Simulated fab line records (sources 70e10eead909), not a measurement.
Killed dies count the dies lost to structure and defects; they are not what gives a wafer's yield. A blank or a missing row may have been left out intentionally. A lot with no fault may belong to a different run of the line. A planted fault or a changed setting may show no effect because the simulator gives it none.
fab line records | flow nand-harc
[record] lots = 13 wafers = 39 last-day = 32
route steps=1302 shown A_CONTACT@1019 THIN_TSV@1270 END@1302
lots untouched by any fault: they come from a run of this same line in which no faults occurred
start-h: hours from the record's opening day to when the first of the lot's shown wafers began | wait-h: time in hours since the lot's previous step | " identical to the entry in the row above | L1.1+2: one row covering several wafers at once | - no value present, or no start provided | * or withheld: withheld | < > ~ a bound
route shown NAME@n: names a module that has steps shown in the file, with the first one's number in the route | usual: average and standard deviation across the fault-free wafers | same: alike in all rows | chamber/n: place in a boat | sites: each site's reading | _std_site: how widely they spread, as a standard deviation | _edge_site: mean of outer sites minus mean of inner sites | radius-mm: how far each site lies from the wafer's centre | mask NAME#n: copy n | behind: tool/chamber where the wafer was last shaped | hold: what put the lot on hold/how long, in hours/how the hold closed | device: whichever transistor did not switch (one of n, p or np) | end of line: the same wafers' tests at the end of the route | a step without rows: its recipe alone | killed: the dies lost at the first sort to structure and to defects; this is not the yield of the wafer | map: shows each die of a wafer: x if killed, . if not, _ if none is there
set.NAME: the run value of the setting; set.NAME@STEP: its run value at that earlier step | model.NAME: the simulator's own value behind a step, which no gauge read
steps of the route over a sample of lots; a table a step, a row a wafer
services: when a tool's chamber went out of use (start-h, in hours from the record's first day, below 0 if earlier), for how many hours, and the reason
[[steps]]
[step NHARC_A_CONTACT_ETCH_96]
[recipe] target-depth-a = 200 over-etch-frac = 0.5 time-s = 10 ion-energy-ev = 250 c4f6-flow-sccm = 25 o2-flow-sccm = 20 ar-flow-sccm = 500 rf-w = 600 bias-w = 500 chemistry = C4F6/O2
[usual] drypump-motor-current-A = 5.6/0.48 oes-product-au = 0.98/0.031 rf-vpp-V = 547.9/2.1 showerhead-plenum-p-Torr = 3.97/0.097 throttle-valve-pct = 26.902/0.0091
// columns lot.wafer tool chamber start-h wait-h drypump-motor-current-A oes-product-au rf-hours-counter-h rf-vpp-V showerhead-plenum-p-Torr throttle-valve-pct
L813.4 rie-diel-13 0 512.11 - 5.8 1.02 22 547.1 3.91 26.898
L813.6 " 0 " " 5.8 1.01 - 547.3 3.91 26.913
L813.5 " 1 " " 6.1 1.00 - 548.4 4.00 26.897
L816.2 rie-diel-13 0 515.83 - 5.8 1.02 23 547.0 3.91 26.891
L816.4 " 1 " " 6.1 0.99 30 548.9 4.00 26.901
L816.5 " 1 " " 6.1 1.01 - 548.6 4.00 26.899
L818.3 rie-diel-13 3 532.88 - 5.2 1.01 1 548.9 4.01 26.907
L818.2 " 1 " " 6.1 1.01 1 549.1 4.00 26.901
L818.1 " 2 " " 6.0 1.02 1 549.1 4.06 26.901
L819.2 rie-diel-13 3 547.58 - 5.2 0.94 4 548.4 4.01 26.907
L819.6 " 1 " " 6.1 0.96 - 549.0 4.00 26.915
L819.5 " 2 " " 6.0 0.96 - 549.2 4.06 26.903
L821.4 rie-diel-02 0 565.85 - 4.9 0.93 55 549.2 4.04 26.895
L821.1 " 1 " " 6.1 0.92 57 550.6 4.12 26.891
L821.6 " 3 " " 5.1 0.95 - 542.7 3.77 26.896
L820.1 rie-diel-13 0 574.09 - 5.8 1.01 7 546.9 3.91 26.884
L820.5 " 3 " " 5.2 0.99 - 549.6 4.01 26.890
L820.6 " 0 " " 5.8 1.01 - 545.7 3.91 26.905
L822.2 rie-diel-13 3 584.05 0.1 5.2 0.94 10 550.2 4.00 26.907
L822.3 " 1 " " 6.0 0.94 10 550.1 4.00 26.882
L822.5 " 3 " " 5.2 0.93 - 548.8 4.00 26.890
L824.3 rie-diel-02 1 615.57 0.1 6.1 0.99 13 550.3 4.11 26.905
L824.1 " 3 " " 5.1 1.01 15 543.0 3.76 26.906
L824.4 " 3 " " 5.1 1.00 - 543.4 3.76 26.897
L823.2 rie-diel-02 1 616.07 0.1 6.1 1.00 13 550.0 4.11 26.905
L823.3 " 3 " " 5.1 0.99 15 543.4 3.76 26.907
L823.6 " 0 " " 4.9 0.99 - 549.8 4.03 26.895
L826.4 rie-diel-13 1 630.50 - 6.1 0.95 18 547.9 3.99 26.916
L826.5 " 1 " " 6.1 0.95 - 548.4 3.99 26.910
L826.6 " 2 " " 6.1 0.96 - 549.0 4.05 26.909
L830.1 rie-diel-13 1 663.75 0.1 6.0 1.01 24 548.7 3.99 26.924
L830.2 " 2 " " 6.0 1.02 25 551.1 4.05 26.912
L830.6 " 1 " " 6.1 1.01 - 548.9 3.99 26.894
L835.1 rie-diel-02 2 695.41 - 5.7 0.95 36 546.6 3.90 26.900
L835.3 " 1 " " 6.1 0.92 37 550.4 4.09 26.911
L835.6 " 2 " " 5.7 0.93 - 545.1 3.90 26.897
L834.2 rie-diel-02 3 699.12 - 5.1 0.98 38 544.5 3.74 26.903
L834.6 " 2 " " 5.7 0.98 - 545.9 3.90 26.888
L834.5 " 3 " " 5.1 0.99 - 543.2 3.74 26.907
[step NHARC_THIN_TSV_DEGAS_49]
[recipe] temp-c = 300 time-s = 120
[usual] heater-power-w = 456/56 susceptor-temp-C = 299.98/0.18
// columns lot.wafer tool chamber start-h wait-h heater-power-w susceptor-temp-C
L816.4 pvd-sputter-03 - 564.59 0.1 519 300.16
L816.2 " - " " 473 300.37
L816.5 " - " " 482 300.16
L813.4 pvd-sputter-01 - 566.04 0.1 476 299.86
L813.5 " - " " 487 299.97
L813.6 " - " " 413 299.97
L818.3 pvd-sputter-01 - 590.69 0.1 406 300.27
L818.2 " - " " 419 299.85
L818.1 " - " " 496 299.61
L819.2 pvd-sputter-03 - 601.98 0.1 473 299.99
L819.6 " - " " 481 299.97
L819.5 " - " " 480 300.10
L821.1 pvd-sputter-03 - 624.74 0.1 485 -
L821.4 " - " " 484 -
L821.6 " - " " 484 -
L820.1 pvd-sputter-03 - 625.94 0.2 460 299.89
L820.6 " - " " 474 299.94
L820.5 " - " " 507 299.91
L822.3 pvd-sputter-01 - 633.98 0.1 408 -
L822.2 " - " " 484 -
L822.5 " - " " 415 -
L824.4 pvd-sputter-01 - 671.43 0.1 407 299.92
L824.1 " - " " 466 300.14
L824.3 " - " " 418 300.01
L823.3 pvd-sputter-01 - 674.61 0.1 409 299.96
L823.2 " - " " 427 299.87
L823.6 " - " " 405 299.73
L826.4 pvd-sputter-02 - 679.75 0.1 400 300.39
L826.6 " - " " 528 299.87
L826.5 " - " " 401 299.73
L830.1 pvd-sputter-03 - 717.57 0.1 385 299.93
L830.2 " - " " 459 299.83
L830.6 " - " " 383 299.75
L835.1 pvd-sputter-03 - 750.69 0.2 539 -
L835.3 " - " " 467 -
L835.6 " - " " 484 -
L834.2 pvd-sputter-03 - 751.79 0.2 462 299.89
L834.6 " - " " 539 300.10
L834.5 " - " " 382 299.94
[step NHARC_THIN_TSV_DEGAS_53]
[recipe] temp-c = 300 time-s = 60
[usual] heater-power-w = 450/51 susceptor-temp-C = 299.99/0.2
// columns lot.wafer tool chamber start-h wait-h heater-power-w susceptor-temp-C
L816.2 pvd-sputter-02 - 566.66 0.1 394 300.02
L816.4 " - " " 499 300.18
L816.5 " - " " 527 300.26
L813.4 pvd-sputter-03 - 568.26 0.1 498 299.84
L813.6 " - " " 477 299.57
L813.5 " - " " 501 300.03
L818.1 pvd-sputter-01 - 592.68 0.1 486 299.66
L818.2 " - " " 408 299.93
L818.3 " - " " 501 300.35
L819.2 pvd-sputter-01 - 603.98 0.1 510 299.74
L819.6 " - " " 426 300.41
L819.5 " - " " 492 299.69
L821.4 pvd-sputter-01 - 626.75 0.1 489 300.18
L821.1 " - " " 414 300.03
L821.6 " - " " 419 300.08
L820.1 pvd-sputter-03 - 627.99 0.1 379 -
L820.6 " - " " 474 -
L820.5 " - " " 488 -
L822.3 pvd-sputter-01 - 635.97 0.1 408 -
L822.2 " - " " 484 -
L822.5 " - " " 416 -
L824.1 pvd-sputter-03 - 673.42 0.1 485 300.05
L824.4 " - " " 377 300.18
L824.3 " - " " 480 299.37
L823.2 pvd-sputter-03 - 676.59 0.1 481 299.97
L823.3 " - " " 498 300.05
L823.6 " - " " 473 300.01
L826.4 pvd-sputter-01 - 681.73 0.1 416 300.12
L826.6 " - " " 409 299.72
L826.5 " - " " 496 299.79
L830.1 pvd-sputter-01 - 719.57 0.1 422 299.73
L830.2 " - " " 497 300.11
L830.6 " - " " 466 299.97
L835.3 pvd-sputter-03 - 752.70 0.1 519 300.38
L835.1 " - " " 467 299.89
L835.6 " - " " 461 300.16
L834.2 pvd-sputter-01 - 753.79 0.1 415 300.02
L834.5 " - " " 414 300.03
L834.6 " - " " 490 299.86
[step NHARC_THIN_TSV_PRE_CLEAN_54]
[recipe] time-s = 30 temp-c = 280 gas = H2/He
[usual] heater-power-w = 395/43 susceptor-temp-C = 279.96/0.19
// columns lot.wafer tool chamber start-h wait-h heater-power-w susceptor-temp-C
L816.2 pvd-sputter-02 - 566.73 0.1 356 279.90
L816.4 " - " " 440 280.16
L816.5 " - " " 459 280.02
L813.4 pvd-sputter-03 - 568.35 0.1 418 279.97
L813.5 " - " " 438 279.79
L813.6 " - " " 338 280.15
L818.1 pvd-sputter-01 - 592.77 0.1 370 -
L818.2 " - " " 438 -
L818.3 " - " " 362 -
L819.2 pvd-sputter-01 - 604.08 0.1 417 -
L819.5 " - " " 351 -
L819.6 " - " " 430 -
L821.1 pvd-sputter-01 - 626.84 0.0 364 279.95
L821.4 " - " " 426 280.04
L821.6 " - " " 362 280.06
L820.1 pvd-sputter-03 - 628.11 0.1 428 280.02
L820.6 " - " " 334 279.87
L820.5 " - " " 417 280.04
L822.3 pvd-sputter-01 - 636.04 0.1 360 279.57
L822.2 " - " " 368 279.93
L822.5 " - " " 410 280.11
L824.1 pvd-sputter-03 - 673.50 0.1 417 280.03
L824.3 " - " " 339 280.09
L824.4 " - " " 418 279.86
L823.3 pvd-sputter-03 - 676.67 0.1 341 -
L823.2 " - " " 416 -
L823.6 " - " " 424 -
L826.4 pvd-sputter-01 - 681.84 0.1 366 -
L826.5 " - " " 420 -
L826.6 " - " " 364 -
L830.2 pvd-sputter-01 - 719.63 0.0 361 280.23
L830.1 " - " " 431 279.83
L830.6 " - " " 416 279.56
L835.3 pvd-sputter-03 - 752.77 0.1 449 280.05
L835.1 " - " " 410 279.81
L835.6 " - " " 340 279.88
L834.2 pvd-sputter-01 - 753.87 0.1 353 -
L834.5 " - " " 439 -
L834.6 " - " " 360 -
[step NHARC_END_SORT_01]
[recipe] temp-c = 25
[usual] killed-at-array = 52/18 killed-at-other = 0.6/1.1 killed-at-periphery = 3.7/2.4 killed-dies = 57/19 killed-open = 3.1/1.7 killed-short = 2.5/1.7
[same] gross-dies = 677
// columns lot.wafer tool chamber start-h wait-h killed-at-array killed-at-other killed-at-periphery killed-dies killed-open killed-short
L819.2 prober-01 0 614.99 2.8 53 2 1 56 4 0
L819.5 prober-01 0 617.34 3.6 71 0 4 75 2 1
L819.6 prober-01 0 618.13 3.9 59 1 3 63 2 2
L821.1 prober-02 0 636.84 2.4 58 1 3 62 7 3
L821.4 prober-02 0 639.22 3.4 48 1 1 50 4 2
L821.6 prober-02 0 640.81 4.0 57 1 5 63 5 6
L826.4 prober-02 0 696.42 3.4 16 0 1 17 3 0
L826.5 prober-02 0 697.22 3.7 32 1 4 37 8 0
L826.6 prober-02 0 698.03 4.0 29 0 2 31 1 2
L830.1 prober-01 0 729.89 2.5 135 0 2 137 4 3
L830.2 prober-01 0 730.67 2.8 162 0 3 165 1 0
L830.6 prober-01 0 733.81 3.9 141 0 4 145 2 0
L835.1 prober-01 0 770.96 2.4 76 0 11 87 3 1
L835.3 prober-01 0 772.57 3.1 95 2 9 106 4 0
L835.6 prober-01 0 774.99 4.0 91 0 4 95 1 1
L834.2 prober-02 0 773.00 2.8 62 2 8 72 5 4
L834.5 prober-02 0 775.37 3.7 73 0 8 81 6 4
L834.6 prober-02 0 776.16 4.0 54 1 7 62 1 3
// killed by level:class
L819.2 A_SLIT:chamber-film-flake=23 A_CHANNEL_HOLE_D1:chamber-film-flake=18 A_CHANNEL_HOLE_D2:chamber-film-flake=6 A_BLC:geometric-particle:open=2 A_STAIRCASE:chamber-film-flake=2 A_ONON_D1:geometric-particle:open=1 P_M0:chamber-film-flake=1 STARTING-WAFER:geometric-particle:open=1
L819.5 A_CHANNEL_HOLE_D1:chamber-film-flake=30 A_SLIT:chamber-film-flake=26 A_CHANNEL_HOLE_D2:chamber-film-flake=7 P_BONDPAD:chamber-film-flake=2 A_WL_FILL:chamber-film-flake=2 P_M1:geometric-particle:short=1 A_WL_FILL:geometric-particle:open=1 A_M0:geometric-particle:open=1
L819.6 A_SLIT:chamber-film-flake=25 A_CHANNEL_HOLE_D1:chamber-film-flake=19 A_CHANNEL_HOLE_D2:chamber-film-flake=4 A_WL_FILL:chamber-film-flake=3 A_CONTACT:chamber-film-flake=2 P_GATE:geometric-particle:open=1 A_ONON_D1:geometric-particle:short=1 A_CHANNEL_FILL_D2:geometric-particle:open=1
L821.1 A_CHANNEL_HOLE_D1:chamber-film-flake=33 A_CHANNEL_HOLE_D2:chamber-film-flake=8 A_CONTACT:chamber-film-flake=3 P_CONTACT:geometric-particle:open=2 A_CHANNEL_FILL_D1:chamber-film-flake=2 A_DECK1_JOINT:chamber-film-flake=2 A_CHANNEL_FILL_D1:geometric-particle:short=1 A_CHANNEL_FILL_D1:geometric-particle:open=1
L821.4 A_CHANNEL_HOLE_D1:chamber-film-flake=31 A_CHANNEL_HOLE_D2:chamber-film-flake=5 A_CONTACT:chamber-film-flake=3 A_WL_FILL:geometric-particle:short=2 A_M0:geometric-particle:open=2 P_M0:geometric-particle:open=1 A_BLC:geometric-particle:open=1 A_ZERO_WELL:chamber-film-flake=1
L821.6 A_CHANNEL_HOLE_D1:chamber-film-flake=17 A_CHANNEL_HOLE_D2:chamber-film-flake=13 A_CONTACT:chamber-film-flake=12 A_DECK1_JOINT:chamber-film-flake=4 A_CHANNEL_FILL_D2:geometric-particle:short=2 P_ZERO_WELL:chamber-film-flake=2 P_CONTACT:geometric-particle:open=1 P_M0:geometric-particle:open=1
L826.4 A_CHANNEL_HOLE_D1:chamber-film-flake=5 A_SLIT:chamber-film-flake=3 A_DECK1_JOINT:chamber-film-flake=2 A_STAIRCASE:chamber-film-flake=2 P_CONTACT:geometric-particle:open=1 A_SGD_CUT:geometric-particle:open=1 A_BLC:geometric-particle:open=1 A_M0:chamber-film-flake=1
L826.5 A_CHANNEL_HOLE_D1:chamber-film-flake=11 A_CONTACT:chamber-film-flake=10 A_STAIRCASE:chamber-film-flake=3 P_M0:geometric-particle:open=2 A_ONON_D1:geometric-particle:open=2 A_M0:geometric-particle:open=2 A_SLIT:chamber-film-flake=2 P_CONTACT:geometric-particle:open=1
L826.6 A_CONTACT:chamber-film-flake=13 A_CHANNEL_HOLE_D1:chamber-film-flake=8 A_SLIT:chamber-film-flake=3 A_STAIRCASE:chamber-film-flake=2 P_M0:geometric-particle:short=1 A_ONON_D1:geometric-particle:short=1 A_M0:geometric-particle:open=1 P_STI:chamber-film-flake=1
L830.1 A_CONTACT:unspecified=73 A_SLIT:chamber-film-flake=31 A_CHANNEL_HOLE_D1:chamber-film-flake=18 A_STAIRCASE:chamber-film-flake=4 A_CHANNEL_FILL_D1:chamber-film-flake=2 A_CONTACT:chamber-film-flake=2 P_GATE:geometric-particle:open=1 P_M0:geometric-particle:short=1
L830.2 A_CONTACT:unspecified=100 A_SLIT:chamber-film-flake=35 A_CHANNEL_HOLE_D1:chamber-film-flake=20 A_CONTACT:chamber-film-flake=4 P_GATE:geometric-particle:open=1 P_STI:chamber-film-flake=1 P_GATE:chamber-film-flake=1 A_ZERO_WELL:chamber-film-flake=1
L830.6 A_CONTACT:unspecified=70 A_SLIT:chamber-film-flake=37 A_CHANNEL_HOLE_D1:chamber-film-flake=27 A_CHANNEL_FILL_D1:chamber-film-flake=2 A_STAIRCASE:chamber-film-flake=2 P_STI:geometric-particle:open=1 A_BLC:geometric-particle:open=1 P_M1:chamber-film-flake=1
L835.1 A_SLIT:chamber-film-flake=27 A_CHANNEL_HOLE_D2:chamber-film-flake=21 P_GATE:chamber-film-flake=11 A_CONTACT:chamber-film-flake=7 A_CHANNEL_HOLE_D1:chamber-film-flake=5 A_STAIRCASE:chamber-film-flake=5 A_SGD_CUT:chamber-film-flake=4 A_WL_FILL:geometric-particle:open=2
L835.3 A_SLIT:chamber-film-flake=33 A_CHANNEL_HOLE_D2:chamber-film-flake=25 A_CONTACT:chamber-film-flake=12 A_CHANNEL_HOLE_D1:chamber-film-flake=8 P_GATE:chamber-film-flake=5 A_STAIRCASE:chamber-film-flake=5 P_ZERO_WELL:chamber-film-flake=3 A_CHANNEL_HOLE_D1:unspecified=3
L834.2 A_SLIT:chamber-film-flake=25 A_CHANNEL_HOLE_D1:chamber-film-flake=16 A_CONTACT:chamber-film-flake=11 P_GATE:chamber-film-flake=3 A_CHANNEL_FILL_D1:geometric-particle:short=2 P_ZERO_WELL:chamber-film-flake=2 A_STAIRCASE:chamber-film-flake=2 P_GATE:geometric-particle:short=1
L835.6 A_SLIT:chamber-film-flake=34 A_CHANNEL_HOLE_D2:chamber-film-flake=28 A_CONTACT:chamber-film-flake=11 A_CHANNEL_HOLE_D1:chamber-film-flake=5 A_STAIRCASE:chamber-film-flake=4 A_CHANNEL_FILL_D2:chamber-film-flake=3 P_ZERO_WELL:chamber-film-flake=2 P_GATE:chamber-film-flake=2
L834.5 A_SLIT:chamber-film-flake=34 A_CHANNEL_HOLE_D1:chamber-film-flake=11 A_STAIRCASE:chamber-film-flake=7 A_CONTACT:chamber-film-flake=6 P_GATE:chamber-film-flake=5 A_WL_FILL:chamber-film-flake=3 A_WL_FILL:geometric-particle:open=2 A_DECK1_JOINT:chamber-film-flake=2
L834.6 A_SLIT:chamber-film-flake=30 A_CHANNEL_HOLE_D1:chamber-film-flake=7 A_CONTACT:chamber-film-flake=6 P_GATE:chamber-film-flake=5 A_STAIRCASE:chamber-film-flake=4 A_CHANNEL_FILL_D1:geometric-particle:short=2 A_DECK1_JOINT:chamber-film-flake=2 P_STI:geometric-particle:short=1
[[services]]
// columns tool chamber start-h hours kind
pvd-sputter-03 - 494.51 3.1 repair
rie-diel-02 3 494.57 6.8 repair
pvd-sputter-01 - 499.63 8.9 repair
rie-diel-13 - 519.17 9.0 pm
pvd-sputter-03 - 526.00 10.0 pm
pvd-sputter-03 - 551.05 10.1 repair
rie-diel-02 - 553.86 0.2 repair
rie-diel-02 - 572.37 9.0 pm
rie-diel-13 0 580.67 9.0 repair
pvd-sputter-02 - 586.16 43.5 repair
rie-diel-13 2 598.16 1.7 repair
pvd-sputter-01 - 606.38 10.0 pm
rie-diel-13 0 607.98 22.1 repair
rie-diel-02 2 615.15 3.0 repair
rie-diel-13 3 631.30 3.7 repair
pvd-sputter-02 - 642.42 10.0 pm
rie-diel-13 0 651.41 12.4 repair
pvd-sputter-03 - 689.47 3.3 repair
pvd-sputter-01 - 689.86 4.0 repair
rie-diel-13 - 696.53 9.0 pm
pvd-sputter-03 - 704.00 10.0 pm
rie-diel-02 0 725.99 1.9 repair
rie-diel-13 2 736.92 2.9 repair
rie-diel-02 - 749.37 9.0 pm
[[key]]
[first-sign] step = NHARC_END_SORT_01 reading = killed-at-array direction = up sigmas = 5.1 usual = 52 struck = 146
[effect] step = NHARC_END_SORT_01 reading = killed-dies direction = up sigmas = 4.8 usual = 57 struck = 149
[more-kills-born-at] NHARC_A_CONTACT_ETCH_96@rie-diel-13 = 243
met-at NHARC_A_CONTACT_ETCH_96
struck-lots L830
tester-left-out L830
not-acting-at NHARC_THIN_TSV_DEGAS_49,NHARC_THIN_TSV_DEGAS_53,NHARC_THIN_TSV_PRE_CLEAN_54
onset-between 630.50 663.75
[fault] kind = chamber-particle-source tool = rie-diel-13 chamber = - onset-h = 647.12 steps = NHARC_A_CONTACT_ETCH_96 rate-per-visit-cm2 = 2.2388 end-h = 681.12
// tester-left-out: of these lots the tester's yield and bins aren't shown, on N5 and GAA mostly nor the transistor test; their killed dies are dies lost to structure and defects alone, not to doping, threshold or leakage, so they don't give the yield
